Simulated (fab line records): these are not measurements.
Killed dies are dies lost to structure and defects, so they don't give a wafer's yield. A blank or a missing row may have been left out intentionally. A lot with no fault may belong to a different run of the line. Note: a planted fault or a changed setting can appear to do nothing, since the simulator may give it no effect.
Chamber matching + flow n5-finfet + rie-diel-05 running N5_BEOL_M1_ETCH_64: 4 sister chambers
The step etches SOC in N2/H2, target depth 75 nm, overetch 15 nm, time 112.5 s. 4 wafers are shown with their chamber, then 8 later ones without.

== WAFERS PAIRED WITH THEIR CHAMBERS ==
| wafer  | chamber | showerhead-plenum-p-Torr (Torr) |
|--------|---------|---------------------------------|
| L085.3 | 0       | 2.57                            |
| L085.4 | 1       | 2.64                            |
| L085.6 | 3       | 2.70                            |
| L090.1 | 2       | 2.62                            |

== WAFERS WITH NO CHAMBER GIVEN ==
| wafer  | showerhead-plenum-p-Torr (Torr) |
|--------|---------------------------------|
| L090.2 | 2.70                            |
| L090.4 | 2.64                            |
| L094.1 | 2.61                            |
| L094.3 | 2.70                            |
| L094.4 | 2.64                            |
| L095.1 | 2.64                            |
| L095.2 | 2.56                            |
| L095.5 | 2.61                            |

== THE CHAMBER EACH PASSED THROUGH ==
| wafer  | from the rows above | in truth |
|--------|---------------------|----------|
| L090.2 | 3                   | 3        |
| L090.4 | 1                   | 1        |
| L094.1 | 2                   | 2        |
| L094.3 | 3                   | 3        |
| L094.4 | 1                   | 1        |
| L095.1 | 1                   | 1        |
| L095.2 | 0                   | 0        |
| L095.5 | 2                   | 2        |
Placed correctly: 8 of 8. From these rows, 0 cannot be placed. Wrongly placed: 0.
How it was worked out, from the rows above alone: a wafer's distance from a chamber is the root of the sum, over the readings, of the square of ((its reading less the chamber's mean) divided by the reading's scatter). If the next closest chamber is less than 2 further off than the closest, the wafer can't be placed; otherwise it belongs to the closest. For every chamber, the mean is computed from those of its wafers that are shown. The scatter: root of mean squared gap, hidden wafer to nearest shown wafer, with one shown wafer a chamber.
